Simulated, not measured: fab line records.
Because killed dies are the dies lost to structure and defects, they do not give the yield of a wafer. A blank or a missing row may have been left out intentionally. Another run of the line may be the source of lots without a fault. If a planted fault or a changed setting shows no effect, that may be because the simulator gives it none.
The tool behind it: which one?    flow nand-harc    24 lots with 72 wafers sampled at 6 steps, on a route of 1159 steps

WHAT EACH GAUGE READ, for each wafer
The record lacks any reading of a measuring or inspecting step that a usual standard deviation could be used to judge.

EACH LOT AND THE TOOL THAT RAN IT (in order: tool; ch and the chambers of the sampled wafers; start)
lot   NHARC_A_STAIRCASE_DESCUM_11         NHARC_A_STAIRCASE_ETCH_19                      NHARC_A_STAIRCASE_ETCH_230                     NHARC_A_STAIRCASE_TRIM_231                     NHARC_A_STAIRCASE_ETCH_452                     NHARC_A_STAIRCASE_CMP_472
L074  rie-diel-11 ch 1,3, day 10 18:08    rie-diel-11 ch 0,1,3, day 13 18:34 or earlier  rie-diel-04 ch 2,3, day 13 18:34 or earlier    rie-diel-04 ch 0,2,3, day 13 18:34 or earlier  rie-diel-12 ch 1,2,3, day 13 18:34 or earlier  cmp-04 ch 1,2,3, day 13 18:34
L076  rie-diel-04 ch 0,3, day 11 05:47    rie-diel-04 ch 0,1,3, day 14 01:55 or earlier  rie-diel-04 ch 0,1,2, day 14 01:55 or earlier  rie-diel-04 ch 0,2, day 14 01:55 or earlier    rie-diel-11 ch 1,2, day 14 01:55 or earlier    cmp-01 ch 1,3, day 14 01:55
L075  rie-diel-11 ch 1,2, day 11 06:01    rie-diel-11 ch 1,2,3, day 14 01:05 or earlier  rie-diel-04 ch 1,2, day 14 01:05 or earlier    rie-diel-04 ch 0,1,2, day 14 01:05 or earlier  rie-diel-12 ch 0,2,3, day 14 01:05 or earlier  cmp-02 ch 0,2,3, day 14 01:05
L078  rie-diel-11 ch 1,2,3, day 11 18:12  rie-diel-11 ch 1,2,3, day 14 13:40 or earlier  rie-diel-12 ch 2,3, day 14 13:40 or earlier    rie-diel-12 ch 2,3, day 14 13:40 or earlier    rie-diel-12 ch 0,1,3, day 14 13:40 or earlier  cmp-04 ch 0,1,2, day 14 13:40
L077  rie-diel-04 ch 0,3, day 11 18:23    rie-diel-04 ch 1,3, day 14 13:54 or earlier    rie-diel-04 ch 1,2,3, day 14 13:54 or earlier  rie-diel-04 ch 1,3, day 14 13:54 or earlier    rie-diel-11 ch 0,2,3, day 14 13:54 or earlier  cmp-01 ch 0,1,2, day 14 13:54
L079  rie-diel-11 ch 0,1,3, day 12 03:11  rie-diel-11 ch 1,2,3, day 15 02:27 or earlier  rie-diel-04 ch 0,1,2, day 15 02:27 or earlier  rie-diel-04 ch 0,1,2, day 15 02:27 or earlier  rie-diel-04 ch 0,1,2, day 15 02:27 or earlier  cmp-01 ch 1,2,3, day 15 02:27
L081  rie-diel-04 ch 0,1,2, day 12 08:14  rie-diel-04 ch 0,3, day 15 16:14 or earlier    rie-diel-04 ch 0,1, day 15 16:14 or earlier    rie-diel-04 ch 0,1,2, day 15 16:14 or earlier  rie-diel-11 ch 0,1, day 15 16:14 or earlier    cmp-02 ch 0,1,2, day 15 16:14
L080  rie-diel-11 ch 0,1,3, day 12 08:23  rie-diel-11 ch 0,1,2, day 15 16:24 or earlier  rie-diel-11 ch 0,1, day 15 16:24 or earlier    rie-diel-11 ch 0,1,2, day 15 16:24 or earlier  rie-diel-12 ch 0,1, day 15 16:24 or earlier    cmp-01 ch 0,3, day 15 16:24
L083  rie-diel-12 ch 0,1,3, day 13 04:30  rie-diel-12 ch 0,1,2, day 16 02:34 or earlier  rie-diel-04 ch 2,3, day 16 02:34 or earlier    rie-diel-04 ch 2,3, day 16 02:34 or earlier    rie-diel-04 ch 0,1,2, day 16 02:34 or earlier  cmp-04 ch 0,2,3, day 16 02:34
L082  rie-diel-12 ch 1,2,3, day 13 04:41  rie-diel-12 ch 0,3, day 16 02:47 or earlier    rie-diel-12 ch 2,3, day 16 02:47 or earlier    rie-diel-12 ch 0,1,3, day 16 02:47 or earlier  rie-diel-04 ch 0,2, day 16 02:47 or earlier    cmp-02 ch 0,3, day 16 02:47
L085  rie-diel-11 ch 0,1,2, day 13 18:17  rie-diel-11 ch 1,3, day 16 15:40 or earlier    rie-diel-12 ch 2,3, day 16 15:40 or earlier    rie-diel-12 ch 0,3, day 16 15:40 or earlier    rie-diel-11 ch 0,1,3, day 16 15:40 or earlier  cmp-04 ch 1,2,3, day 16 15:40
L087  rie-diel-04 ch 1,2,3, day 14 03:23  rie-diel-04 ch 2,3, day 16 23:04 or earlier    rie-diel-11 ch 0,2, day 16 23:04 or earlier    rie-diel-11 ch 0,1, day 16 23:04 or earlier    rie-diel-11 ch 0,2,3, day 16 23:04 or earlier  cmp-01 ch 1,2,3, day 16 23:04
L086  rie-diel-11 ch 0,1, day 14 03:57    rie-diel-11 ch 0,1, day 16 23:07 or earlier    rie-diel-11 ch 0,3, day 16 23:07 or earlier    rie-diel-11 ch 0,1,3, day 16 23:07 or earlier  rie-diel-11 ch 0,1,2, day 16 23:07 or earlier  cmp-04 ch 0,2, day 16 23:07
L089  rie-diel-11 ch 0,2,3, day 14 11:30  rie-diel-11 ch 0,1,2, day 17 10:40 or earlier  rie-diel-04 ch 1,2,3, day 17 10:40 or earlier  rie-diel-04 ch 0,1, day 17 10:40 or earlier    rie-diel-04 ch 2,3, day 17 10:40 or earlier    cmp-04 ch 0,2,3, day 17 10:40
L084  rie-diel-04 ch 0,2,3, day 14 11:47  rie-diel-04 ch 0,1,3, day 17 08:58 or earlier  rie-diel-04 ch 0,1,3, day 17 08:58 or earlier  rie-diel-04 ch 0,2,3, day 17 08:58 or earlier  rie-diel-12 ch 0,2,3, day 17 08:58 or earlier  cmp-02 ch 0,1,2, day 17 08:58
L088  rie-diel-12 ch 0,1, day 14 16:30    rie-diel-12 ch 1,3, day 17 11:49 or earlier    rie-diel-04 ch 0,1,2, day 17 11:49 or earlier  rie-diel-04 ch 0,1,3, day 17 11:49 or earlier  rie-diel-04 ch 0,2, day 17 11:49 or earlier    cmp-02 ch 0,3, day 17 11:49
L090  rie-diel-11 ch 0,2,3, day 14 22:16  rie-diel-11 ch 0,1,3, day 17 20:12 or earlier  rie-diel-04 ch 1,2,3, day 17 20:12 or earlier  rie-diel-04 ch 0,2,3, day 17 20:12 or earlier  rie-diel-12 ch 0,2,3, day 17 20:12 or earlier  cmp-04 ch 0,1,3, day 17 20:12
L093  rie-diel-12 ch 1,2, day 15 09:44    rie-diel-12 ch 0,1,2, day 18 09:49 or earlier  rie-diel-11 ch 0,1,2, day 18 09:49 or earlier  rie-diel-11 ch 0,1,2, day 18 09:49 or earlier  rie-diel-12 ch 1,2, day 18 09:49 or earlier    cmp-04 ch 1,2,3, day 18 09:49
L091  rie-diel-12 ch 0,3, day 15 10:02    rie-diel-12 ch 0,2,3, day 18 09:08 or earlier  rie-diel-04 ch 1,2,3, day 18 09:08 or earlier  rie-diel-04 ch 1,2, day 18 09:08 or earlier    rie-diel-12 ch 0,1, day 18 09:08 or earlier    cmp-04 ch 0,2,3, day 18 09:08
L094  rie-diel-04 ch 0,1,2, day 15 10:16  rie-diel-04 ch 1,2, day 18 09:32 or earlier    rie-diel-12 ch 0,2,3, day 18 09:32 or earlier  rie-diel-12 ch 1,2, day 18 09:32 or earlier    rie-diel-12 ch 1,2, day 18 09:32 or earlier    cmp-02 ch 0,2,3, day 18 09:32
L092  rie-diel-04 ch 1,2, day 15 17:18    rie-diel-04 ch 2,3, day 18 19:41 or earlier    rie-diel-11 ch 0,1, day 18 19:41 or earlier    rie-diel-11 ch 0,1,2, day 18 19:41 or earlier  rie-diel-12 ch 0,1,3, day 18 19:41 or earlier  cmp-02 ch 0,2, day 18 19:41
L096  rie-diel-04 ch 0,1,3, day 16 05:31  rie-diel-04 ch 0,1,3, day 19 15:38 or earlier  rie-diel-04 ch 1,2,3, day 19 15:38 or earlier  rie-diel-04 ch 1,2,3, day 19 15:38 or earlier  rie-diel-11 ch 0,1,3, day 19 15:38 or earlier  cmp-02 ch 0,1,2, day 19 15:38
L097  rie-diel-12 ch 2,3, day 16 12:24    rie-diel-12 ch 0,3, day 19 15:44 or earlier    rie-diel-11 ch 0,1,3, day 19 15:44 or earlier  rie-diel-11 ch 0,1, day 19 15:44 or earlier    rie-diel-12 ch 0,3, day 19 15:44 or earlier    cmp-01 ch 0,1, day 19 15:44
L095  rie-diel-04 ch 0,1,2, day 16 16:43  rie-diel-04 ch 1,2,3, day 19 16:31 or earlier  rie-diel-12 ch 0,1,2, day 19 16:31 or earlier  rie-diel-12 ch 1,2,3, day 19 16:31 or earlier  rie-diel-12 ch 1,2,3, day 19 16:31 or earlier  cmp-02 ch 0,1,2, day 19 16:31
- NHARC_A_STAIRCASE_DESCUM_11: chemistry O2, time 3 s.
- NHARC_A_STAIRCASE_ETCH_19: etches the open film in C4F8/O2, target depth 100 nm, time 40.5 s.
- NHARC_A_STAIRCASE_ETCH_230: etches the open film in C4F8/O2, target depth 100 nm, time 40.5 s.
- NHARC_A_STAIRCASE_TRIM_231: chemistry O2, time 211.2 s.
- NHARC_A_STAIRCASE_ETCH_452: etches the open film in CF4/O2, target depth 30 nm, overetch 3 nm, time 16.5 s.
- NHARC_A_STAIRCASE_CMP_472: polishes SiO2.

AS READ BY THE TOOLS THEMSELVES (means over the sampled wafers that have a number; for cases with no such wafer, the mark the record gives instead)
NHARC_A_STAIRCASE_DESCUM_11.
lot   tool         drypump-motor-current-A (A)  oes-product-au (a.u.)  rf-vpp-V (V)  showerhead-plenum-p-Torr (Torr)  throttle-valve-pct (%)
L074  rie-diel-11  6.0                          1.004                  57.9          1.97                             11.312
L076  rie-diel-04  5.1                          1.009                  57.5          1.86                             11.313
L075  rie-diel-11  5.9                          1.004                  57.9          1.88                             11.323
L078  rie-diel-11  5.7                          1.003                  57.6          1.96                             11.316
L077  rie-diel-04  5.1                          0.997                  58.0          1.86                             11.310
L079  rie-diel-11  5.8                          1.006                  58.1          1.88                             11.324
L081  rie-diel-04  5.6                          0.994                  57.8          1.84                             11.308
L080  rie-diel-11  5.8                          1.002                  57.8          1.88                             11.313
L083  rie-diel-12  5.5                          0.998                  57.8          1.91                             11.307
L082  rie-diel-12  5.6                          0.994                  59.3          1.91                             11.318
L085  rie-diel-11  5.4                          1.003                  58.2          1.87                             11.310
L087  rie-diel-04  5.7                          1.000                  58.9          1.90                             11.314
L086  rie-diel-11  6.0                          1.004                  57.6          1.80                             11.314
L089  rie-diel-11  5.3                          1.003                  58.2          1.94                             11.304
L084  rie-diel-04  5.3                          0.998                  57.4          1.88                             11.314
L088  rie-diel-12  5.2                          0.983                  57.9          1.84                             11.318
L090  rie-diel-11  5.2                          1.004                  58.6          1.94                             11.311
L093  rie-diel-12  5.5                          0.989                  57.6          1.87                             11.312
L091  rie-diel-12  5.8                          1.003                  57.7          1.93                             11.307
L094  rie-diel-04  5.6                          1.001                  57.6          1.83                             11.316
L092  rie-diel-04  6.0                          1.009                  57.4          1.84                             11.317
L096  rie-diel-04  5.5                          1.009                  57.9          1.87                             11.316
L097  rie-diel-12  5.9                          1.001                  57.5          1.93                             11.312
L095  rie-diel-04  5.6                          0.995                  56.8          1.83                             11.317

NHARC_A_STAIRCASE_ETCH_19.
lot   tool         oes-product-au (a.u.)  rf-vpp-V (V)
L074  rie-diel-11  0.944                  894
L076  rie-diel-04  0.942                  893
L075  rie-diel-11  0.923                  898
L078  rie-diel-11  0.936                  899
L077  rie-diel-04  0.937                  894
L079  rie-diel-11  0.939                  898
L081  rie-diel-04  0.942                  896
L080  rie-diel-11  0.953                  893
L083  rie-diel-12  0.942                  894
L082  rie-diel-12  0.942                  897
L085  rie-diel-11  0.941                  899
L087  rie-diel-04  0.954                  895
L086  rie-diel-11  0.951                  889
L089  rie-diel-11  0.950                  892
L084  rie-diel-04  0.941                  894
L088  rie-diel-12  0.926                  894
L090  rie-diel-11  0.948                  894
L093  rie-diel-12  0.942                  893
L091  rie-diel-12  0.936                  897
L094  rie-diel-04  0.927                  892
L092  rie-diel-04  0.946                  895
L096  rie-diel-04  0.946                  893
L097  rie-diel-12  0.954                  898
L095  rie-diel-04  0.938                  895

NHARC_A_STAIRCASE_ETCH_230.
lot   tool         oes-product-au (a.u.)  rf-vpp-V (V)
L074  rie-diel-04  0.945                  896
L076  rie-diel-04  0.941                  891
L075  rie-diel-04  0.953                  893
L078  rie-diel-12  0.964                  897
L077  rie-diel-04  0.937                  895
L079  rie-diel-04  0.943                  891
L081  rie-diel-04  0.975                  891
L080  rie-diel-11  0.952                  888
L083  rie-diel-04  0.949                  898
L082  rie-diel-12  0.934                  897
L085  rie-diel-12  0.938                  898
L087  rie-diel-11  0.951                  892
L086  rie-diel-11  0.944                  898
L089  rie-diel-04  0.942                  896
L084  rie-diel-04  0.943                  893
L088  rie-diel-04  0.946                  890
L090  rie-diel-04  0.974                  894
L093  rie-diel-11  0.953                  893
L091  rie-diel-04  0.945                  895
L094  rie-diel-12  0.929                  897
L092  rie-diel-11  0.942                  888
L096  rie-diel-04  0.942                  895
L097  rie-diel-11  0.958                  900
L095  rie-diel-12  0.968                  893

NHARC_A_STAIRCASE_TRIM_231.
lot   tool         drypump-motor-current-A (A)  oes-product-au (a.u.)  rf-vpp-V (V)  showerhead-plenum-p-Torr (Torr)  throttle-valve-pct (%)
L074  rie-diel-04  5.3                          1.010                  56.8          3.48                             17.042
L076  rie-diel-04  5.3                          1.006                  57.0          3.37                             17.044
L075  rie-diel-04  5.7                          1.004                  56.4          3.40                             17.027
L078  rie-diel-12  5.9                          1.002                  58.6          3.57                             17.037
L077  rie-diel-04  5.9                          1.006                  57.2          3.49                             17.035
L079  rie-diel-04  5.6                          1.007                  57.3          3.39                             17.033
L081  rie-diel-04  5.6                          1.008                  56.9          3.39                             17.039
L080  rie-diel-11  5.4                          1.007                  58.0          3.45                             17.032
L083  rie-diel-04  5.6                          0.991                  57.9          3.52                             17.049
L082  rie-diel-12  5.6                          1.000                  57.2          3.51                             17.035
L085  rie-diel-12  5.8                          0.985                  58.0          3.56                             17.041
L087  rie-diel-11  6.0                          1.010                  56.7          3.33                             17.046
L086  rie-diel-11  5.8                          1.016                  57.3          3.46                             17.033
L089  rie-diel-04  5.4                          1.001                  57.9          3.35                             17.032
L084  rie-diel-04  5.3                          0.996                  56.9          3.47                             17.029
L088  rie-diel-04  5.5                          1.004                  57.8          3.45                             17.038
L090  rie-diel-04  5.3                          0.999                  57.6          3.46                             17.035
L093  rie-diel-11  5.4                          1.010                  57.9          3.43                             17.040
L091  rie-diel-04  5.9                          1.004                  58.6          3.42                             17.032
L094  rie-diel-12  5.3                          0.991                  57.4          3.40                             17.046
L092  rie-diel-11  5.4                          0.995                  57.1          3.43                             17.032
L096  rie-diel-04  5.7                          0.996                  57.2          3.49                             17.033
L097  rie-diel-11  6.0                          1.008                  58.0          3.50                             17.029
L095  rie-diel-12  5.6                          1.003                  57.9          3.50                             17.036

NHARC_A_STAIRCASE_ETCH_452.
lot   tool         drypump-motor-current-A (A)  oes-product-au (a.u.)  rf-vpp-V (V)  showerhead-plenum-p-Torr (Torr)  throttle-valve-pct (%)
L074  rie-diel-12  5.6                          1.003                  197.3         1.33                             13.388
L076  rie-diel-11  5.3                          0.999                  198.1         1.36                             13.387
L075  rie-diel-12  5.8                          1.005                  197.8         1.35                             13.396
L078  rie-diel-12  5.5                          0.993                  199.3         1.33                             13.397
L077  rie-diel-11  5.3                          1.003                  198.1         1.36                             13.401
L079  rie-diel-04  5.6                          1.003                  196.9         1.28                             13.390
L081  rie-diel-11  5.9                          1.002                  196.6         1.26                             13.403
L080  rie-diel-12  5.2                          0.993                  196.4         1.29                             13.398
L083  rie-diel-04  5.6                          0.997                  196.7         1.28                             13.395
L082  rie-diel-04  5.5                          1.001                  197.0         1.28                             13.389
L085  rie-diel-11  5.8                          1.003                  196.0         1.31                             13.398
L087  rie-diel-11  5.3                          1.013                  198.4         1.35                             13.405
L086  rie-diel-11  5.4                          1.012                  196.9         1.30                             13.396
L089  rie-diel-04  5.4                          0.992                  197.5         1.35                             13.396
L084  rie-diel-12  5.8                          1.002                  197.3         1.35                             13.407
L088  rie-diel-04  5.2                          1.002                  196.3         1.27                             13.394
L090  rie-diel-12  5.8                          1.008                  198.2         1.35                             13.393
L093  rie-diel-12  5.5                          1.006                  197.3         1.31                             13.405
L091  rie-diel-12  5.2                          0.994                  197.1         1.28                             13.394
L094  rie-diel-12  5.3                          0.996                  195.8         1.28                             13.398
L092  rie-diel-12  5.6                          0.990                  197.7         1.32                             13.397
L096  rie-diel-11  5.8                          1.004                  197.7         1.37                             13.397
L097  rie-diel-12  5.8                          0.996                  197.9         1.34                             13.396
L095  rie-diel-12  5.6                          1.010                  196.9         1.32                             13.393

NHARC_A_STAIRCASE_CMP_472.
lot   tool    edge-zone-pressure-frac  motor-current-A (A)
L074  cmp-04  1.000                    11.9
L076  cmp-01  1.000                    11.8
L075  cmp-02  1.000                    12.2
L078  cmp-04  1.000                    12.9
L077  cmp-01  1.000                    11.3
L079  cmp-01  0.997                    11.7
L081  cmp-02  1.006                    12.3
L080  cmp-01  1.003                    12.2
L083  cmp-04  1.000                    12.4
L082  cmp-02  0.995                    12.6
L085  cmp-04  0.998                    12.1
L087  cmp-01  1.003                    11.7
L086  cmp-04  0.995                    13.5
L089  cmp-04  0.999                    12.8
L084  cmp-02  1.002                    12.1
L088  cmp-02  0.997                    13.0
L090  cmp-04  1.003                    11.9
L093  cmp-04  0.997                    12.0
L091  cmp-04  1.002                    12.5
L094  cmp-02  0.995                    12.8
L092  cmp-02  0.997                    12.3
L096  cmp-02  0.999                    12.3
L097  cmp-01  0.996                    11.4
L095  cmp-02  0.996                    12.4

THE ANSWER, worked out from the rows above alone
Rule: what is usual is taken from the lots themselves. Put in order of their means at a reading, lots are off if they are a third of the lots or fewer, leave a main group of 4 or more, and stand apart from it by a gap of 3 or more times the standard deviation of the main group's means; of several such gaps the widest counts. Not used: any main group whose means are identical at the precision the tables above print for the reading. A lot without any number at a reading at which 4 lots or more have one is off too. Any other lot the step has rows for is counted as sound. After the gauges, taken in route order, come the tools' own readings; for these a lot's mean is taken, as printed above. At the first step where some lot is off, the reading lying furthest off is the one used; lots without a number count as furthest.
No lot is off at any reading shown: from this, nothing can be told.

WHAT WAS PUT IN BY THE SIMULATOR
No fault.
